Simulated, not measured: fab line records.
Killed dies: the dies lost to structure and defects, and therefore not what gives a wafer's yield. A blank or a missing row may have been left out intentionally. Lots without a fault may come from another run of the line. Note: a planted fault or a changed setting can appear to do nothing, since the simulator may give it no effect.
Matching of chambers    flow nand_harc    rie_diel-07 running NHARC_THIN_TSV_DESCUM_14: 4 sister chambers
The step chemistry O2, time 3 s. 18 wafers are shown with their chamber, then 9 later ones without.

WAFERS, EACH WITH ITS CHAMBER
wafer   chamber  showerhead_plenum_p_Torr (Torr)  oes_product_au (a.u.)  rf_vpp_V (V)
L075.1  0        2.01                             1.012                  57.7
L075.2  2        1.87                             0.986                  57.4
L075.3  1        1.80                             1.003                  57.4
L076.1  3        1.95                             1.030                  59.2
L076.3  1        1.80                             1.004                  56.8
L076.5  1        1.80                             1.003                  57.0
L078.3  0        2.00                             1.001                  59.4
L078.4  1        1.80                             0.999                  57.1
L078.6  0        2.00                             1.005                  59.1
L081.3  1        1.80                             1.005                  58.2
L081.4  2        1.87                             0.975                  58.4
L081.6  0        2.00                             1.001                  56.5
L083.1  1        1.80                             0.999                  56.7
L083.2  3        1.95                             1.023                  59.3
L083.5  1        1.80                             0.990                  57.9
L080.2  3        1.95                             1.013                  57.6
L080.3  2        1.87                             0.985                  57.5
L080.4  0        2.00                             0.993                  57.5

SIGNATURES, as means of the wafers listed above
reading                   chamber 0  chamber 1  chamber 2  chamber 3  scatter within a chamber
showerhead_plenum_p_Torr  2.0020     1.8000     1.8700     1.9500     0.00239
oes_product_au            1.00240    1.00043    0.98200    1.02200    0.00639
rf_vpp_V                  58.040     57.300     57.767     58.700     0.849
Rule: for each reading, subtract the chamber's mean from the wafer's reading, divide by that reading's scatter and square the result; add these up over the readings and take the root, which gives the wafer's distance from the chamber. The wafer belongs to the nearest chamber; if the next one is less than 2 further off, it can't be placed. How the scatter is found: for the shown wafers, subtract from each reading the mean of its chamber, square and add these, divide the total by (wafers less chambers), then take the root.

WAFERS WITH NO CHAMBER GIVEN
wafer   showerhead_plenum_p_Torr (Torr)  oes_product_au (a.u.)  rf_vpp_V (V)
L082.1  1.87                             0.977                  56.4
L082.2  1.95                             1.022                  58.3
L082.5  1.80                             0.994                  56.1
L092.1  2.00                             1.014                  58.6
L092.3  1.79                             0.998                  56.5
L092.4  1.86                             0.981                  57.7
L096.1  1.94                             1.010                  57.3
L096.2  1.86                             0.973                  58.5
L096.3  2.00                             1.002                  56.9

WHICH CHAMBER EACH WENT THROUGH
wafer   from the rows above  in truth
L082.1  2                    2
L082.2  3                    3
L082.5  1                    1
L092.1  0                    0
L092.3  1                    1
L092.4  2                    2
L096.1  3                    3
L096.2  2                    2
L096.3  0                    0
Correctly placed: 9 of 9. Can't be placed from these rows: 0. Wrongly placed: 0.
